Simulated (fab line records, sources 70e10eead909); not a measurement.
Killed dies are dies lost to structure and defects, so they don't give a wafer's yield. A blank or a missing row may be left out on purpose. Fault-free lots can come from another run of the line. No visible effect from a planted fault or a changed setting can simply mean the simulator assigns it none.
Which of the tools did it? / flow nand harc / at 1 step of a route of 1159, 12 lots with 36 wafers sampled

## WHAT EACH GAUGE READ, for each wafer
NHARC_A_WL_FILL_INSPECT_15.
lot=L075; measured=day 16 10:43; on=defect inspect-02; raw defect count=307 225 247
lot=L076; measured=day 16 19:19; on=defect inspect-02; raw defect count=237 275 319
lot=L078; measured=day 17 15:28; on=defect inspect-01; raw defect count=382 344 354
lot=L081; measured=day 18 01:31; on=defect inspect-01; raw defect count=317 427 515
lot=L084; measured=day 18 14:56; on=defect inspect-02; raw defect count=323 451 323
lot=L085; measured=day 19 13:10; on=defect inspect-01; raw defect count=284 427 509
lot=L087; measured=day 19 17:27; on=defect inspect-01; raw defect count=452 428 463
lot=L090; measured=day 19 22:31; on=defect inspect-01; raw defect count=347 365 413
lot=L088; measured=day 20 02:46; on=defect inspect-01; raw defect count=308 466 264
lot=L093; measured=day 21 05:31; on=defect inspect-01; raw defect count=424 402 374
lot=L095; measured=day 21 14:01; on=defect inspect-02; raw defect count=658 448 422
lot=L096; measured=day 22 01:10; on=defect inspect-01; raw defect count=452 491 596

## WHICH TOOL RAN EACH LOT (tool, then ch and the chambers of the sampled wafers, then the start)
The record shows no process step preceding these readings.

## THE ANSWER, worked out from the rows above alone
Rule: the lots themselves supply what counts as usual. Put in order of their means at a reading, lots are off if they are a third of the lots or fewer, leave a main group of 4 or more, and stand apart from it by a gap of 3 or more times the standard deviation of the main group's means; of several such gaps the widest counts. If all means in a main group match to the digits the tables above print for the reading, that group is not used. Also off: a lot with no number at a reading for which 4 or more lots have one. All remaining lots with rows at the step are treated as sound.
No lot is off on any of the readings shown, so nothing can be concluded from this.

## WHAT THE SIMULATOR PUT IN
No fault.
